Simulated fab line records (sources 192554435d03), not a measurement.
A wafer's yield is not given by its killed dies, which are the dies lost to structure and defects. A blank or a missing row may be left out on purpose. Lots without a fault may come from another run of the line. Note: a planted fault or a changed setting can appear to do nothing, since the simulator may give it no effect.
Comparing a struck lot with a sound one	flow n5_finfet	36 out of 1938 route steps
Sound: the wafers L795.2, L795.3, L795.6. Wafers struck: L785.2, L785.4, L785.5. The cause is named last.
Order at every step that has rows: each side's tool, ch and its chambers, its first start. Under that, the readings that differ: sound wafers	struck wafers	difference of the means	sigmas: that difference in standard deviations of wafers without a fault.
alike: a reading whose means differ by less than 2 such deviations, as well as words and numbers matching on both sides. not compared: withheld readings; readings where some wafer has no value; bounds like >300 that might hide an equal value; numbers whose values overlap and for which the record gives no deviation.
The two part at a step that has a row with sigmas, a row that says differs or no value, or rows on one side only. Non-overlapping numbers with no deviation appear without sigmas and do not part them. Lack of a reading on every wafer of one side parts them only where that side has two or more wafers.

first, 9 steps without rows for these wafers: N5_BEOL_M4_ANNEAL_95 (time 240 s); N5_BEOL_M4_SPUTTER_96 (material Cu, target thk 4.5 nm, time 8.29 s); N5_BEOL_M4_ECD_50 (material Cu, target thk 300 nm); N5_BEOL_M4_ANNEAL_51 (time 90 s); N5_BEOL_M4_CMP_52 (polishes, stops on SiOC, t overpolish 6.8 s, target thk 40 nm); N5_BEOL_M4_PRE_CLEAN_60 (time 15 s); N5_BEOL_M4_CO_CAP_55 (material Co, precursor CCTBA/H2, target thk 2 nm, time 102.1 s); N5_BEOL_M4_PRE_CLEAN_56 (time 15 s); N5_BEOL_M4_DEP_57 (deposits SiCN from 3MS/NH3, target thk 8 nm, time 14 s).
N5_BEOL_M4_RC_MEAS_101:
  sound on prober-02 ch 0, day 13 19:50; struck on prober-02 ch 0, day 11 08:52
  alike: DIBL_N, DIBL_P, IOFF_N, IOFF_P, ION_N, ION_P, SS_N, SS_P, VT_N, VT_P
then, 24 steps without rows for these wafers: N5_BEOL_M5_ILD_DEP_00 (deposits SiCOH lowk from DEMS/porogen, target thk 140.64 nm, time 25.9 s); N5_BEOL_M5_CURE_79 (cures SiCOH lowk, time 240 s); N5_BEOL_M5_PECVD_70 (deposits SiO2 from TEOS/O2, target thk 16 nm, time 18 s); N5_BEOL_M5_HM_DEP_02 (deposits TiN, target thk 20 nm); N5_BEOL_M5_COAT_59 (time 60 s, resist thk 60 nm); N5_BEOL_M5_COAT_60 (time 60 s, resist thk 12 nm); N5_BEOL_M5_COAT_71 (time 60 s, resist thk 5 nm); N5_BEOL_M5_COAT_05 (resist thk 30 nm); N5_BEOL_M5_EBR_07; N5_BEOL_M5_SOFTBAKE_06 (time 60 s); N5_BEOL_M5_EXPOSE_08 (exposes mask M5, target cd 28 nm); N5_BEOL_M5_PEB_09 (peb time 60 s); N5_BEOL_M5_DEVELOP_10 (develop time 30 s); N5_BEOL_M5_DESCUM_16 (chemistry O2, time 7 s); N5_BEOL_M5_ETCH_72 (etches underlayer in N2/H2, target depth 6.5 nm, time 5.2 s); N5_BEOL_M5_ETCH_61 (etches SiARC in CF4, target depth 15.6 nm, time 26 s); N5_BEOL_M5_ETCH_62 (etches SOC in N2/H2, target depth 75 nm, overetch 15 nm, time 112.5 s); N5_BEOL_M5_STRIP_63 (strips in N2/H2); N5_BEOL_M5_STRIP_73 (strips in N2/H2); N5_BEOL_M5_STRIP_64 (strips in CF4); N5_BEOL_M5_HM_OPEN_17 (chemistry Cl2/BCl3, target TiN, target depth 20 nm, overetch 6 nm); N5_BEOL_M5_STRIP_19 (strips in O2); N5_BEOL_M5_COAT_65 (time 60 s, resist thk 60 nm); N5_BEOL_M5_COAT_66 (time 60 s, resist thk 12 nm).
-- record jumps: 4 days separate the struck wafers' starts on either side; left off in module BEOL_M5, taken up again in module PASSIVATION, whose first shown step is the route's number 1936 --
N5_PASSIVATION_ETCH_15: etches SiCN in CF4/N2, target depth 75 nm, time 81.2 s.
  sound on rie_diel-03 ch 1,2,3, day 18 09:04; struck on rie_diel-06 ch 0,1,2, day 15 17:02
  no value came back on the struck wafers for any of 8 readings (bias_w (W), cf4_flow_sccm (sccm) and others); on the sound wafers bias_w (W) reads 69.91 69.78 70.06
  not compared: rf_hours_counter_h
N5_PASSIVATION_PROBE_49:
  record: rows for the struck wafers here (prober-01, day 16 00:17), none for the sound ones

== WHERE THEY PART ==
Earliest at N5_PASSIVATION_ETCH_15; latest, in this record, at N5_PASSIVATION_PROBE_49.

WHY: the cause the simulator had injected
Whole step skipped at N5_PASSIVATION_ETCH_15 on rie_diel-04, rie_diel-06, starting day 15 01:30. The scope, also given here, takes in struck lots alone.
